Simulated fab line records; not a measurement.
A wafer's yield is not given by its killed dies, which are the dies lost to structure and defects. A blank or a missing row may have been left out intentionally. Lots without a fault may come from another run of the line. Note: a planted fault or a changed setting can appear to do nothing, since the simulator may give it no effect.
The same fault as seen by 2 desks ; flow nand-harc ; what lay behind the numbers comes last; until then each desk has only its own

== AT THE TOOL OWNER'S DESK: pvd-sputter-01 ==
The tool's own readings at NHARC_P_BONDPAD_PVD_27 (deposits Cu, target thk 30 nm, time 20.49 s): means of the sampled wafers that have a number, for each lot that ran on this tool. A lot is out of limits, marked OUT, if its mean lies more than 4 standard deviations from the usual mean; the brackets give that distance.
Columns: A = throttle-valve-pct at NHARC_P_BONDPAD_PVD_27, usual 29.8 %
lot;first seen here;A
L939;day 7 21:24;30.1
L940;day 8 06:52;29.7
L944;day 9 22:49;30.1
L945;day 10 04:38;29.6
L947;day 11 05:42;30.5
L954;day 14 08:22;30.0
L959;day 16 06:19;29.7
This desk found nothing out of limits on any of the 7 lots.

== FROM THE METROLOGY DESK ==
What the gauges read for every lot (on any tool): the sampled wafers with a number, averaged. A lot is out of limits, marked OUT, if its mean lies more than 4 standard deviations from the usual mean; the brackets give that distance.
Columns: A = thk-nm at NHARC_THIN_TSV_THK_MEAS_02, usual 2967 nm; B = cd-nm at NHARC_THIN_TSV_CD_MEAS_16, usual 1000.3 nm
lot;first seen here;A;B
L936;day 22 22:43;3085;1000.3
L938;day 24 06:21;3272;1000.6
L939;day 24 07:32;2803;1001.0
L937;day 24 08:43;3007;999.6
L940;day 25 05:35;2967;1002.0
L942;day 26 00:07;3008;1000.2
L944;day 26 20:28;2734;1002.3
L945;day 27 11:11;3061;999.9
L947;day 28 03:18;3229;1000.9
L955;day 31 06:47;2739;999.0
L954;day 31 14:34;3011;999.0
L957;day 32 01:29;2967;1002.6
L959;day 33 08:22;3105;1001.4
This desk found nothing out of limits on any of the 13 lots.

== PUT TOGETHER ==
The desk of the tool owner found nothing out of limits.
Metrology desk: nothing out of limits seen.

== WHAT HAD BEEN PUT IN BY THE SIMULATOR ==
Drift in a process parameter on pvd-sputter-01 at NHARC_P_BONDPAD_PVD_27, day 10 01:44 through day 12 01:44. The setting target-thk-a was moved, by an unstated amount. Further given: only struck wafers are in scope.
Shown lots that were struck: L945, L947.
